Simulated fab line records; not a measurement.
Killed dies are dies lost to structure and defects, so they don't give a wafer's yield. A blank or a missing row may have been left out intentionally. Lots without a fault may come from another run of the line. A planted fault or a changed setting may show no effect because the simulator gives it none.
Struck lot and sound lot, side by side	flow nandHarc	17 steps out of a route of 1302
Sound: these wafers, L451.4, L451.5, L451.6. Struck: wafer L440.1 (left out: L440.3, L440.6 of the same lot, which were not struck); the cause appears at the end.
Each step with rows lists, per side, the tool, then ch with its chambers, then its first start. Under that, the readings that differ: sound wafers	struck wafers	difference of the means	sigmas: that difference in standard deviations of wafers without a fault.
alike: readings with means less than 2 such deviations apart, plus words and numbers identical on both sides. not compared: withheld readings, readings lacking a value on some wafer, bounds such as >300 that could conceal the same value, and numbers that have no deviation in the record and whose values overlap.
The two part at a step that has a row with sigmas, a row that says differs or no value, or rows on one side only. When numbers do not overlap yet have no deviation, they are printed without sigmas and do not part them. A reading missing from all wafers of one side parts the sides only when that side holds two or more wafers.

NHARC_P_M2_INSPECT_11:
  sound on defectInspect-02 at day 14 04:16; struck on defectInspect-01 at day 9 15:23
  alike: rawDefectCount
then, 1 step without rows for these wafers: NHARC_P_M2_DESCUM_14 (chemistry O2, time 3 s).
NHARC_P_M2_ETCH_35: etches the open film in N2/H2, target depth 40 nm, overetch 12 nm, time 43.94 s.
  sound on rieDiel-08 ch 0,3, day 14 04:25; struck on rieDiel-09 ch 1, day 9 15:32
  alike: drypumpMotorCurrentA, mfcArSccm, oesProductAu, rfVppV, showerheadPlenumPTorr, throttleValvePct
  not compared: rfHoursCounterH
NHARC_P_M2_ETCH_15: etches the open film in C4F8/Ar, target depth 182.5 nm, time 91.2 s.
  sound: rieDiel-08 ch 1,2,3; struck: rieDiel-09 ch 3
reading	sound	struck	difference	sigmas
oesProductAu (a.u.)	0.978 0.971 0.965	0.920	-0.051	-2
  alike: rfVppV
  not compared: rfHoursCounterH
NHARC_P_M2_CD_MEAS_16:
  sound on cdSem-01 at day 14 04:38; struck on cdSem-02 at day 9 15:46
reading	sound	struck	difference	sigmas
cdNm (nm)	170.2 170.8 170.1	168.1	-2.3	-3
then, 3 steps without rows for these wafers: NHARC_P_M2_STRIP_18 (strips in N2/H2); NHARC_P_M2_ETCH_28 (etches the open film in CF4/N2, target depth 30 nm, time 72.99 s); NHARC_P_M2_STRIP_19 (strips in post etch residue remover, time 600 s).
NHARC_P_M2_DEGAS_29: time 60 s.
  sound on pvdSputter-03 at day 14 05:21; struck on pvdSputter-01 at day 9 16:29
  alike: heaterPowerW
NHARC_P_M2_PRE_CLEAN_30: time 30 s.
  sound on pvdSputter-03; struck on pvdSputter-01
  alike: heaterPowerW
NHARC_P_M2_PVD_20: deposits TaN, target thk 5 nm, time 8.06 s.
  sound on pvdSputter-03; struck on pvdSputter-01
  alike: chamberPressurePa, throttleValvePct
then, 1 step without rows for these wafers: NHARC_P_M2_PVD_21 (deposits Cu, target thk 30 nm, time 20.49 s).
NHARC_P_M2_ECD_22: material Cu, target thk 400 nm.
  sound on ecdCu-02 ch 0,1, day 14 05:48; struck on ecdCu-02 ch 0,1, day 9 16:53
then, 1 step without rows for these wafers: NHARC_P_M2_ANNEAL_31 (time 90 s).
NHARC_P_M2_CMP_23: polishes, t overpolish 20 s, target thk 144.3 nm.
  sound on cmp-03 ch 0,1,3, day 14 06:29; struck on cmp-02 ch 3, day 9 17:35
reading	sound	struck	difference	sigmas
motorCurrentA (A)	12.0 11.6 13.3	9.8	-2.5	-2
timeToEndpointS (s)	30.8 30.6 26.4	52.8	+23.5	+11
NHARC_P_M2_THK_MEAS_24: measures by xrf.
  sound on filmMetro-01 at day 14 06:44; struck on filmMetro-02 at day 9 17:52
  alike: thkNm
-- the record jumps here: 18 days lie between the struck wafers' starts before and after (it left off in module P_M2 and takes up again in module END, whose first step shown is number 1302 of the route) --
NHARC_END_SORT_01:
  sound on prober-02 ch 0, day 31 21:31; struck on prober-01 ch 0, day 27 17:10
reading	sound	struck	difference	sigmas
killedShort	0 3 4	6	+4	+2
  alike: defectLimitedYield, killedAtArray, killedAtOther, killedAtPeriphery, killedDies, killedOpen

WHERE THEY PART
Last at NHARC_END_SORT_01 as far as this record goes, first at NHARC_P_M2_ETCH_15.

WHY: whatever the simulator had introduced
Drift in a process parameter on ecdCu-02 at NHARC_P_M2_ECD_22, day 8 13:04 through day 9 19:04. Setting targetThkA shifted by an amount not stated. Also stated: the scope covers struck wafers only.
